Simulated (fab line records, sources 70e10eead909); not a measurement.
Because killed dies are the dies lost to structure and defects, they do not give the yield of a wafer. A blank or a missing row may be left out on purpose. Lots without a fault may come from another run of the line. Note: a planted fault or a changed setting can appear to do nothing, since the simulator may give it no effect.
Which tool was responsible? | flow nandHarc | Sampling: 11 lots, 33 wafers, 7 of 1159 route steps

## WHAT THE GAUGES READ, wafer by wafer
NHARC_A_CONTACT_INSPECT_23. Usual: 439 for rawDefectCount, sd 110.
lot  | measured     | on               | rawDefectCount | flag
L461 | day 17 06:59 | defectInspect-02 | 498 347 444    | 
L463 | day 17 17:07 | defectInspect-01 | 345 384 626    | 
L464 | day 17 17:41 | defectInspect-01 | 328 559 426    | 
L465 | day 17 18:25 | defectInspect-02 | 495 355 476    | 
L466 | day 18 14:27 | defectInspect-01 | 476 426 379    | 
L476 | day 20 21:48 | defectInspect-01 | 1406 1276 1207 | OFF
L478 | day 21 17:50 | defectInspect-02 | 1228 1140 1128 | OFF
L479 | day 21 18:34 | defectInspect-01 | 460 486 690    | 
L481 | day 22 08:30 | defectInspect-02 | 381 519 514    | 
L483 | day 22 17:02 | defectInspect-02 | 451 378 323    | 
L484 | day 23 23:52 | defectInspect-02 | 549 376 467    | 

NHARC_A_BLC_INSPECT_12. Usual: 30 for rawDefectCount, sd 12.
lot  | measured     | on               | rawDefectCount | flag
L461 | day 17 07:30 | defectInspect-02 | 19 13 20       | 
L463 | day 17 17:46 | defectInspect-02 | 25 29 19       | 
L464 | day 17 18:13 | defectInspect-01 | 21 15 21       | 
L465 | day 17 18:55 | defectInspect-02 | 29 19 18       | 
L466 | day 18 15:05 | defectInspect-02 | 23 20 20       | 
L476 | day 20 22:21 | defectInspect-02 | 795 774 855    | OFF
L478 | day 21 18:28 | defectInspect-01 | 816 846 795    | OFF
L479 | day 21 19:12 | defectInspect-02 | 41 34 24       | 
L481 | day 22 09:08 | defectInspect-02 | 19 16 18       | 
L483 | day 22 17:40 | defectInspect-02 | 24 29 23       | 
L484 | day 24 00:22 | defectInspect-02 | 52 46 53       | 

NHARC_END_SORT_01. Usual: killedAtArray 26, standard deviation 9; killedAtOther 0.8, standard deviation 1.2; killedAtPeriphery 3.2, standard deviation 2.3; killedDies 30, standard deviation 9.1; killedOpen 3.5, standard deviation 2; killedShort 1.8, standard deviation 1.4.
lot  | measured     | on        | killedAtArray | killedAtOther | killedAtPeriphery | killedDies  | killedOpen | killedShort | flag
L476 | day 23 04:27 | prober-02 | 454 449 470   | 0 0 1         | 0 5 1             | 454 454 472 | 4 1 1      | 2 0 2       | OFF
L478 | day 23 14:46 | prober-01 | 472 475 462   | 0 0 1         | 3 0 4             | 475 475 467 | 3 1 3      | 1 0 0       | OFF

## WHICH TOOL RAN EACH LOT (tool, then ch and the chambers of the sampled wafers, then the start)
lot  | NHARC_A_CONTACT_ETCH_139           | NHARC_A_CONTACT_ETCH_98                      | NHARC_A_CONTACT_CMP_20        | NHARC_A_BLC_DESCUM_15
L461 | harCapEtch-01 ch 0,1, day 17 03:15 | rieDiel-09 ch 1,3, day 17 06:35 or earlier   | cmp-04 ch 0,1,3, day 17 06:35 | rieDiel-12 ch 1,2,3, day 17 07:35
L463 | harCapEtch-03 ch 0,1, day 17 08:02 | rieDiel-09 ch 0,1,3, day 17 16:43 or earlier | cmp-03 ch 1,2, day 17 16:43   | rieDiel-12 ch 0,1,2, day 17 17:50
L464 | harCapEtch-02 ch 0,1, day 17 10:37 | rieDiel-07 ch 1,2, day 17 17:18 or earlier   | cmp-02 ch 1,3, day 17 17:18   | rieDiel-12 ch 1,2, day 17 18:16
L465 | harCapEtch-01 ch 0,1, day 17 11:24 | rieDiel-09 ch 0,1,2, day 17 18:01 or earlier | cmp-03 ch 0,2,3, day 17 18:01 | rieDiel-12 ch 1,2,3, day 17 18:59
L466 | harCapEtch-02 ch 0, day 18 10:44   | rieDiel-02 ch 0,1,3, day 18 14:03 or earlier | cmp-03 ch 0,3, day 18 14:03   | rieDiel-08 ch 0,3, day 18 15:10
L476 | harCapEtch-02 ch 0,1, day 20 18:47 | rieDiel-02 ch 0,1, day 20 21:26 or earlier   | cmp-03 ch 0,1, day 20 21:26   | rieDiel-12 ch 0,1,3, day 20 22:26
L478 | harCapEtch-03 ch 0,1, day 21 12:22 | rieDiel-09 ch 0,1,3, day 21 17:26 or earlier | cmp-03 ch 0,1,3, day 21 17:26 | rieDiel-08 ch 2,3, day 21 18:32
L479 | harCapEtch-02 ch 0,1, day 21 14:19 | rieDiel-09 ch 0,1,2, day 21 18:11 or earlier | cmp-04 ch 1,3, day 21 18:11   | rieDiel-12 ch 0,2,3, day 21 19:16
L481 | harCapEtch-01 ch 0,1, day 22 05:24 | rieDiel-09 ch 0,3, day 22 08:07 or earlier   | cmp-04 ch 2,3, day 22 08:07   | rieDiel-06 ch 0,3, day 22 09:13
L483 | harCapEtch-02 ch 0,1, day 22 10:07 | rieDiel-02 ch 2,3, day 22 16:40 or earlier   | cmp-04 ch 1,2, day 22 16:40   | rieDiel-12 ch 0,2, day 22 17:44
L484 | harCapEtch-03 ch 1, day 23 16:38   | rieDiel-09 ch 1,2,3, day 23 23:29 or earlier | cmp-02 ch 0,1,3, day 23 23:29 | rieDiel-08 ch 0,1, day 24 00:26
- NHARC_A_CONTACT_ETCH_139: etches the open film in C4F8/O2/Ar, time 137 s, target depth 590 nm.
- NHARC_A_CONTACT_ETCH_98: etches the open film in C4F6/O2, target depth 20 nm, time 10 s.
- NHARC_A_CONTACT_CMP_20: polishes, t overpolish 30 s, target thk 300 nm.
- NHARC_A_BLC_DESCUM_15: chemistry O2, time 3 s.

## AS READ BY THE TOOLS THEMSELVES (means over the sampled wafers that have a number; for cases with no such wafer, the mark the record gives instead)
NHARC_A_CONTACT_ETCH_98. Usual: drypumpMotorCurrentA 5.8 A, standard deviation 0.43; oesProductAu 0.958 a.u., standard deviation 0.023; rfVppV 549.7 V, standard deviation 2.5; showerheadPlenumPTorr 4.06 Torr, standard deviation 0.12; throttleValvePct 26.903 %, standard deviation 0.0097.
lot  | tool       | drypumpMotorCurrentA (A) | oesProductAu (a.u.) | rfVppV (V) | showerheadPlenumPTorr (Torr) | throttleValvePct (%) | flag
L461 | rieDiel-09 | 5.9                      | 0.964               | 550.3      | 4.09                         | 26.901               | 
L463 | rieDiel-09 | 5.6                      | 0.951               | 548.3      | 4.00                         | 26.903               | 
L464 | rieDiel-07 | 5.6                      | 0.951               | 548.3      | 3.96                         | 26.899               | 
L465 | rieDiel-09 | 5.9                      | 0.947               | 549.3      | 4.03                         | 26.892               | 
L466 | rieDiel-02 | 6.1                      | 0.996               | 551.6      | 4.15                         | 26.905               | 
L476 | rieDiel-02 | 6.0                      | 0.937               | 551.9      | 4.15                         | 26.914               | 
L478 | rieDiel-09 | 5.6                      | 0.944               | 547.9      | 3.99                         | 26.905               | 
L479 | rieDiel-09 | 5.9                      | 0.939               | 548.6      | 4.02                         | 26.897               | 
L481 | rieDiel-09 | 5.2                      | 0.940               | 547.6      | 3.97                         | 26.905               | 
L483 | rieDiel-02 | 6.2                      | 0.999               | 549.4      | 4.03                         | 26.908               | 
L484 | rieDiel-09 | 5.7                      | 0.946               | 550.1      | 4.09                         | 26.906               | 

NHARC_A_CONTACT_CMP_20. Usual: motorCurrentA 12.4 A, standard deviation 1.4; overpolishRunS 30.001 s, standard deviation 0.0089; timeToEndpointS 59.5 s, standard deviation 2.8.
lot  | tool   | motorCurrentA (A) | overpolishRunS (s) | timeToEndpointS (s) | flag
L461 | cmp-04 | 11.8              | 29.999             | 57.4                | 
L463 | cmp-03 | 13.6              | 29.996             | 61.2                | 
L464 | cmp-02 | 11.8              | 30.003             | 57.4                | 
L465 | cmp-03 | 13.2              | 29.998             | 55.3                | 
L466 | cmp-03 | 12.4              | 30.001             | 57.8                | 
L476 | cmp-03 | 14.0              | 30.000             | 60.2                | 
L478 | cmp-03 | 12.6              | 30.013             | 62.9                | 
L479 | cmp-04 | 11.7              | 29.995             | 60.6                | 
L481 | cmp-04 | 13.5              | 30.004             | 57.0                | 
L483 | cmp-04 | 11.9              | 30.004             | 59.4                | 
L484 | cmp-02 | 11.9              | 29.998             | 59.0                | 

NHARC_A_BLC_DESCUM_15. Usual: drypumpMotorCurrentA 5.8 A, standard deviation 0.4; oesProductAu 1.002 a.u., standard deviation 0.0093; rfVppV 58.0 V, standard deviation 0.97; showerheadPlenumPTorr 1.92 Torr, standard deviation 0.078; throttleValvePct 11.310 %, standard deviation 0.01.
lot  | tool       | drypumpMotorCurrentA (A) | oesProductAu (a.u.) | rfVppV (V) | showerheadPlenumPTorr (Torr) | throttleValvePct (%) | flag
L461 | rieDiel-12 | 5.4                      | 0.999               | 58.1       | 1.93                         | 11.318               | 
L463 | rieDiel-12 | 5.6                      | 1.007               | 57.5       | 1.87                         | 11.297               | 
L464 | rieDiel-12 | 5.1                      | 1.006               | 57.3       | 1.86                         | 11.311               | 
L465 | rieDiel-12 | 5.4                      | 1.000               | 57.2       | 1.93                         | 11.314               | 
L466 | rieDiel-08 | 5.7                      | 1.007               | 58.4       | 1.86                         | 11.298               | 
L476 | rieDiel-12 | 5.6                      | 0.992               | 57.6       | 1.90                         | 11.315               | 
L478 | rieDiel-08 | 5.7                      | 1.014               | 58.0       | 1.89                         | 11.296               | 
L479 | rieDiel-12 | 5.9                      | 0.999               | 58.8       | 1.94                         | 11.318               | 
L481 | rieDiel-06 | 5.9                      | 1.000               | 58.4       | 1.88                         | 11.305               | 
L483 | rieDiel-12 | 6.0                      | 1.008               | 57.2       | 1.87                         | 11.309               | 
L484 | rieDiel-08 | 6.1                      | 1.010               | 57.5       | 1.92                         | 11.306               | 

## THE ANSWER, worked out from the rows above alone
Rule: take the mean of a lot's wafers that have a number; if it is more than 3 standard deviations from the usual mean, the lot is off. A lot without any number at a reading at which 4 lots or more have one is off too. The other lots that the step has rows for count as sound. After the gauges, taken in route order, come the tools' own readings; for these a lot's mean is taken, as printed above. The first step at which some lot is off is used, and at that step the reading that is off furthest; a lot without a number counts as furthest.
Off: L476, L478 (NHARC_A_CONTACT_INSPECT_23, rawDefectCount).
If a tool, at a process step before that reading, ran all the lots that are off and no sound lot after the first of them, it fits. Not tried: the gauges at NHARC_A_CONTACT_INSPECT_23; whatever is off there is also off at NHARC_END_SORT_01, on other tools, and gauge error can't account for it. NHARC_A_CONTACT_ETCH_98: start missing for some lots; hours and lot order therefore follow NHARC_A_CONTACT_CMP_20. One candidate fits, namely cmp-03 at NHARC_A_CONTACT_CMP_20. Its last sound lot is L466 (day 18 14:03), its first lot that is off L476 (day 20 21:26): a fault that began between those two fits.

## WHAT THE SIMULATOR HAD PUT IN
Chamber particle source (cmp-03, NHARC_A_CONTACT_CMP_20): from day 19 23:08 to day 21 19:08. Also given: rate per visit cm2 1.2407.
Struck lots among those shown: L476, L478. The rule given above showed the same thing.
